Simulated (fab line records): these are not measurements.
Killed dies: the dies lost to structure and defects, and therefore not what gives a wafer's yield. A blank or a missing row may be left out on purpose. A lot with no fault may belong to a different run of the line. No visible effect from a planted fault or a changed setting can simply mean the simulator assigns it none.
Matching of chambers	flow nand_harc	rie_diel-13 running NHARC_A_STAIRCASE_STRIP_476: 4 sister chambers
The step strips in O2, time 20 s. 14 wafers are shown with their chamber, then 7 later ones without.

## WAFERS, EACH WITH ITS CHAMBER
wafer	chamber	drypump_motor_current_A (A)	showerhead_plenum_p_Torr (Torr)	oes_product_au (a.u.)
L964.1	3	5.3	3.64	1.015
L964.3	2	6.3	3.58	0.992
L964.5	2	6.4	3.58	0.992
L963.1	0	5.6	3.51	0.995
L963.2	2	6.4	3.58	0.997
L963.4	1	5.0	3.57	0.993
L966.1	2	6.3	3.57	1.001
L966.3	0	5.6	3.50	0.985
L966.6	1	5.0	3.57	0.993
L974.1	1	5.0	3.56	0.987
L974.2	3	5.3	3.63	1.012
L974.4	2	6.3	3.56	1.008
L975.1	0	5.6	3.49	1.000
L975.3	2	6.3	3.56	0.997

SIGNATURES, as means of the wafers listed above
reading	chamber 0	chamber 1	chamber 2	chamber 3	scatter within a chamber
drypump_motor_current_A	5.600	5.000	6.333	5.300	0.0365
showerhead_plenum_p_Torr	3.5000	3.5667	3.5717	3.6350	0.00894
oes_product_au	0.99333	0.99100	0.99783	1.01350	0.00573
Rule: for each reading, subtract the chamber's mean from the wafer's reading, divide by that reading's scatter and square the result; add these up over the readings and take the root, which gives the wafer's distance from the chamber. The wafer belongs to the nearest chamber; if the next one is less than 2 further off, it can't be placed. The scatter: take each reading less its chamber's mean, square it, sum over the shown wafers, divide by the number of wafers less the number of chambers, and take the root.

## WAFERS WITHOUT THEIR CHAMBER
wafer	drypump_motor_current_A (A)	showerhead_plenum_p_Torr (Torr)	oes_product_au (a.u.)
L975.6	5.0	3.55	0.994
L985.2	5.6	3.47	0.993
L985.3	6.4	3.55	1.011
L985.4	6.3	3.55	1.011
L983.1	5.0	3.54	0.985
L983.3	6.3	3.55	0.996
L983.5	5.3	3.61	0.996

## EACH ONE'S CHAMBER
wafer	from the rows above	in truth
L975.6	1	1
L985.2	0	0
L985.3	2	2
L985.4	2	2
L983.1	1	1
L983.3	2	2
L983.5	3	3
Correct placement for 7 of the 7. Not placeable from these rows: 0. Wrongly placed: 0.
